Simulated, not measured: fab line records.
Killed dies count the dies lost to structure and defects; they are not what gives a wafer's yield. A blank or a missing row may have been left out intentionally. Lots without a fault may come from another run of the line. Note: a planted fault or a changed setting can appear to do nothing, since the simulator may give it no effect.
Split-lot trial -- flow n5 finfet -- route with 1938 steps; 7 lots, 21 wafers read

## SPLIT DETAILS
At N5_FIN_SAQP_PECVD_06 (deposits a-Si from SiH4/He, target thk 60 nm, time 48.1 s), the setting time s was moved away from the recipe's 48.1 s on 9 of the 21 wafers read, by -5.9% to +13.0%. The other wafers ran this setting at the recipe's value.

## FROM THE SPLIT TO THE READING: what the file shows between them, 5 steps
- N5_FIN_SAQP_THK_MEAS_07
- N5_FIN_SAQP_PEB_14: peb time 60 s (also split here: peb time s)
- N5_FIN_SAQP_DEVELOP_15: develop time 30 s
- N5_FIN_SAQP_HM_OPEN_73: chemistry CHF3/O2, target SiO2, stops on a-Si, target depth 12 nm, time 16.8 s
- N5_FIN_SAQP_STRIP_74: strips in CHF3/O2

## THE READING
oes product au, in a.u., at N5_FIN_SAQP_MANDREL_ETCH_22 (etches a-Si in HBr/Cl2, stops on SiNx, target depth 60 nm, bt time 10 s, time 30 s). Fault-free wafers of this fab line usually give 0.768 a.u., standard deviation 0.015 a.u.

wafer,"tool, chamber at the split","time s as run, s",against the recipe,"oes product au, a.u.",against lot-mates on the recipe
L076.1,"pecvd-03, 1",53.08,+10.4%,0.796,+0.055
L076.3,"pecvd-03, 0",48.1,recipe,0.741,-
L076.5,"pecvd-03, 1",53.08,+10.4%,0.828,+0.087
L080.1,"pecvd-01, 0",48.1,recipe,0.755,-
L080.2,"pecvd-01, 2",48.1,recipe,0.777,-
L080.3,"pecvd-01, 1",48.1,recipe,0.765,-
L081.2,"pecvd-03, 1",45.26,-5.9%,0.742,-0.028
L081.3,"pecvd-03, 2",48.1,recipe,0.770,-
L081.5,"pecvd-03, 0",45.26,-5.9%,0.761,-0.009
L088.3,"pecvd-04, 1",48.1,recipe,0.755,-
L088.4,"pecvd-04, 1",48.1,recipe,0.793,-
L088.5,"pecvd-04, 2",53.03,+10.2%,0.820,+0.046
L089.1,"pecvd-03, 0",54.37,+13.0%,0.849,+0.095
L089.2,"pecvd-03, 1",54.37,+13.0%,0.806,+0.052
L089.4,"pecvd-03, 2",48.1,recipe,0.754,-
L095.2,"pecvd-04, 2",48.1,recipe,0.745,-
L095.4,"pecvd-04, 0",45.34,-5.7%,0.755,-0.005
L095.5,"pecvd-04, 2",48.1,recipe,0.775,-
L097.1,"pecvd-03, 1",48.1,recipe,0.755,-
L097.2,"pecvd-03, 0",53.81,+11.9%,0.839,+0.075
L097.4,"pecvd-03, 1",48.1,recipe,0.774,-

THE FIT
A straight line over all 21 wafers: oes product au changes by +0.00457 a.u. for each +1% of time s; r = +0.87; the points scatter about the line by 0.016 a.u.
The same after taking each lot's own level away (the mean of its wafers on the recipe; 21 wafers): +0.00526 a.u. for each +1%; r = +0.91; scatter 0.015 a.u.
According to that fit, moving time s by its largest amount changes the reading by 0.069 a.u.
Measured against the standard deviation above, the lots' own levels, which go from 0.7410 to 0.7740 a.u., span 2.2 times it.
Thus the slope moves with the lot-to-lot level: the two fits are different.
Check: for one of the wafers moved furthest among these (+13.0%), held out of the fit, the line's prediction against its lot-mates is +0.0681 a.u. It came out at +0.095 a.u. against them.

## OTHER SPLITS APPLIED TO THESE WAFERS
Other splits were also applied to these wafers ahead of the reading. Each is held against what the fit with the lots' levels taken away leaves over:
other split on the same wafers,wafers away from the commonest value,r with oes product au (lot level and that fit taken away)
N5_WELL_APT_EXPOSE_22 dose mj,7,-0.15
N5_WELL_APT_PEB_23 peb temp c,3,+0.29
N5_FIN_SAQP_PEB_14 peb time s,0,-

## THE WHOLE CHAIN: every reading that the file lists as answering this split, in the file's order
step,what it does,reading,change (the file's fit),r (the file's)
N5_FIN_SAQP_PECVD_06,"deposits a-Si from SiH4/He, target thk 60 nm, time 48.1 s","a-Si_of_FIN_SAQP_PECVD_06.thk nm (the simulator's own value, which no gauge read)",+0.583 nm for each +1% of the setting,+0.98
N5_FIN_SAQP_THK_MEAS_07,,thk nm,withheld for each +1% of the setting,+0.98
N5_FIN_SAQP_MANDREL_ETCH_22,"etches a-Si in HBr/Cl2, stops on SiNx, target depth 60 nm, bt time 10 s, time 30 s",oes product au,+0.00538 a.u. for each +1% of the setting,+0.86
N5_FIN_SAQP_MANDREL_ETCH_22,"etches a-Si in HBr/Cl2, stops on SiNx, target depth 60 nm, bt time 10 s, time 30 s","etch.depth nm (the simulator's own value, which no gauge read)",+0.585 nm for each +1% of the setting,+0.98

## FILE'S OWN FIT
oes product au changes by +0.00538 a.u. for each +1% of time s, r = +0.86.
